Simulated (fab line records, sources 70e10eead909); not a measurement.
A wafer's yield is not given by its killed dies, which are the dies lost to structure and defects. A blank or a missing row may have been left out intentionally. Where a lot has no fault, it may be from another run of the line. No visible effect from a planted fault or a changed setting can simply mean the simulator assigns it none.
Which tool was responsible? + flow nand-harc + 36 wafers from 12 lots sampled at 5 of the route's 1302 steps

== WHAT THE GAUGES SHOWED, per wafer ==
NHARC_P_M2_CD_MEAS_09 targets a cd of 170 nm.
| lot  | measured     | on        | cd-nm (nm)        |
|------|--------------|-----------|-------------------|
| L780 | day 6 13:53  | cd-sem-03 | 169.8 170.0 170.0 |
| L781 | day 6 22:22  | cd-sem-03 | 170.1 169.5 169.7 |
| L782 | day 7 03:10  | cd-sem-03 | 170.4 170.7 170.3 |
| L783 | day 7 14:29  | cd-sem-01 | 170.5 170.4 169.4 |
| L785 | day 8 11:34  | cd-sem-03 | 169.6 169.8 170.4 |
| L786 | day 8 19:51  | cd-sem-03 | 171.0 169.6 171.2 |
| L787 | day 9 17:32  | cd-sem-01 | 170.8 170.7 169.6 |
| L788 | day 9 22:11  | cd-sem-02 | 171.6 171.8 171.1 |
| L790 | day 10 13:25 | cd-sem-03 | 169.8 169.8 169.1 |
| L791 | day 11 00:58 | cd-sem-01 | 169.1 170.0 169.7 |
| L792 | day 11 07:46 | cd-sem-03 | 169.9 169.2 169.5 |
| L801 | day 14 23:25 | cd-sem-03 | 171.9 172.7 169.7 |

NHARC_P_M2_THK_MEAS_24: measures by xrf.
| lot  | measured     | on            | thk-nm (nm)       |
|------|--------------|---------------|-------------------|
| L780 | day 6 16:29  | film-metro-01 | 140.2 145.6 146.0 |
| L781 | day 7 01:13  | film-metro-02 | 142.3 142.3 140.4 |
| L782 | day 7 05:46  | film-metro-01 | 144.1 143.1 144.1 |
| L783 | day 7 17:15  | film-metro-01 | 145.0 143.9 144.2 |
| L785 | day 8 14:13  | film-metro-02 | 143.3 145.4 143.1 |
| L786 | day 8 22:28  | film-metro-01 | 139.1 141.9 143.4 |
| L787 | day 9 20:09  | film-metro-01 | 141.0 146.2 144.8 |
| L788 | day 10 00:47 | film-metro-01 | 141.8 145.9 145.0 |
| L790 | day 10 16:04 | film-metro-01 | 146.2 141.1 145.5 |
| L791 | day 11 03:34 | film-metro-02 | 143.2 144.4 142.2 |
| L792 | day 11 10:24 | film-metro-02 | 144.2 144.0 144.7 |
| L801 | day 15 02:26 | film-metro-01 | 141.7 141.7 144.3 |

== WHAT TOOL EACH LOT RAN ON (gives the tool, then ch and the chambers of the sampled wafers, and finally the start) ==
| lot  | NHARC_P_M1_PVD_21                       | NHARC_P_M2_EXPOSE_06               | NHARC_P_M2_PVD_21                       |
|------|-----------------------------------------|------------------------------------|-----------------------------------------|
| L780 | pvd-sputter-03, day 6 13:45 or earlier  | arfi-scanner-03 ch 0, day 6 13:45  | pvd-sputter-03, day 6 16:29 or earlier  |
| L781 | pvd-sputter-02, day 6 22:14 or earlier  | arfi-scanner-03 ch 0, day 6 22:14  | pvd-sputter-01, day 6 23:58             |
| L782 | pvd-sputter-03, day 7 03:01 or earlier  | arfi-scanner-03 ch 0, day 7 03:01  | pvd-sputter-03, day 7 05:46 or earlier  |
| L783 | pvd-sputter-01, day 7 14:21 or earlier  | arfi-scanner-01 ch 0, day 7 14:21  | pvd-sputter-03, day 7 17:15 or earlier  |
| L785 | pvd-sputter-02, day 8 11:26 or earlier  | arfi-scanner-03 ch 0, day 8 11:26  | pvd-sputter-01, day 8 14:13 or earlier  |
| L786 | pvd-sputter-01, day 8 19:43 or earlier  | arfi-scanner-02 ch 0, day 8 19:43  | pvd-sputter-03, day 8 22:28 or earlier  |
| L787 | pvd-sputter-03, day 9 17:24 or earlier  | arfi-scanner-03 ch 0, day 9 17:24  | pvd-sputter-03, day 9 20:09 or earlier  |
| L788 | pvd-sputter-01, day 9 22:02 or earlier  | arfi-scanner-02 ch 0, day 9 22:02  | pvd-sputter-02, day 10 00:47 or earlier |
| L790 | pvd-sputter-01, day 10 13:16 or earlier | arfi-scanner-02 ch 0, day 10 13:16 | pvd-sputter-03, day 10 16:04 or earlier |
| L791 | pvd-sputter-02, day 11 00:49 or earlier | arfi-scanner-02 ch 0, day 11 00:49 | pvd-sputter-02, day 11 03:34 or earlier |
| L792 | pvd-sputter-02, day 11 07:38 or earlier | arfi-scanner-01 ch 0, day 11 07:38 | pvd-sputter-01, day 11 10:24 or earlier |
| L801 | pvd-sputter-03, day 14 23:17 or earlier | arfi-scanner-01 ch 0, day 14 23:17 | pvd-sputter-02, day 15 02:26 or earlier |
- NHARC_P_M1_PVD_21: deposits Cu, target thk 30 nm, time 20.49 s.
- NHARC_P_M2_EXPOSE_06: exposes mask P M2, target cd 170 nm.
- NHARC_P_M2_PVD_21: deposits Cu, target thk 30 nm, time 20.49 s.

== WHAT THE TOOLS THEMSELVES READ (means of the sampled wafers that have a number; where no wafer has one, the mark that the record gives instead) ==
NHARC_P_M1_PVD_21.
| lot  | tool           | throttle-valve-pct (%) |
|------|----------------|------------------------|
| L780 | pvd-sputter-03 | 30.6                   |
| L781 | pvd-sputter-02 | 31.1                   |
| L782 | pvd-sputter-03 | 30.6                   |
| L783 | pvd-sputter-01 | 30.2                   |
| L785 | pvd-sputter-02 | 31.1                   |
| L786 | pvd-sputter-01 | 29.7                   |
| L787 | pvd-sputter-03 | 29.6                   |
| L788 | pvd-sputter-01 | 29.7                   |
| L790 | pvd-sputter-01 | 29.7                   |
| L791 | pvd-sputter-02 | 30.7                   |
| L792 | pvd-sputter-02 | 30.6                   |
| L801 | pvd-sputter-03 | 30.7                   |

NHARC_P_M2_PVD_21.
| lot  | tool           | throttle-valve-pct (%) |
|------|----------------|------------------------|
| L780 | pvd-sputter-03 | 29.6                   |
| L781 | pvd-sputter-01 | 29.7                   |
| L782 | pvd-sputter-03 | 30.2                   |
| L783 | pvd-sputter-03 | 30.1                   |
| L785 | pvd-sputter-01 | 30.0                   |
| L786 | pvd-sputter-03 | 31.1                   |
| L787 | pvd-sputter-03 | 31.1                   |
| L788 | pvd-sputter-02 | 30.6                   |
| L790 | pvd-sputter-03 | 31.1                   |
| L791 | pvd-sputter-02 | 30.3                   |
| L792 | pvd-sputter-01 | 30.2                   |
| L801 | pvd-sputter-02 | 29.5                   |

== THE ANSWER, worked out from the rows above alone ==
Rule: the lots themselves supply what counts as usual. Put in order of their means at a reading, lots are off if they are a third of the lots or fewer, leave a main group of 4 or more, and stand apart from it by a gap of 3 or more times the standard deviation of the main group's means; of several such gaps the widest counts. A main group is skipped when, at the precision printed for the reading in the tables above, its means are all equal. A lot without any number at a reading at which 4 lots or more have one is off too. The other lots that the step has rows for count as sound. First the gauges in route order, then the tools' own readings, where a lot's mean is used as printed above. The first step at which some lot is off is used, and at that step the reading that is off furthest; a lot without a number counts as furthest.
None of the lots is off at any reading shown; this tells nothing.

== WHAT WAS PUT IN BY THE SIMULATOR ==
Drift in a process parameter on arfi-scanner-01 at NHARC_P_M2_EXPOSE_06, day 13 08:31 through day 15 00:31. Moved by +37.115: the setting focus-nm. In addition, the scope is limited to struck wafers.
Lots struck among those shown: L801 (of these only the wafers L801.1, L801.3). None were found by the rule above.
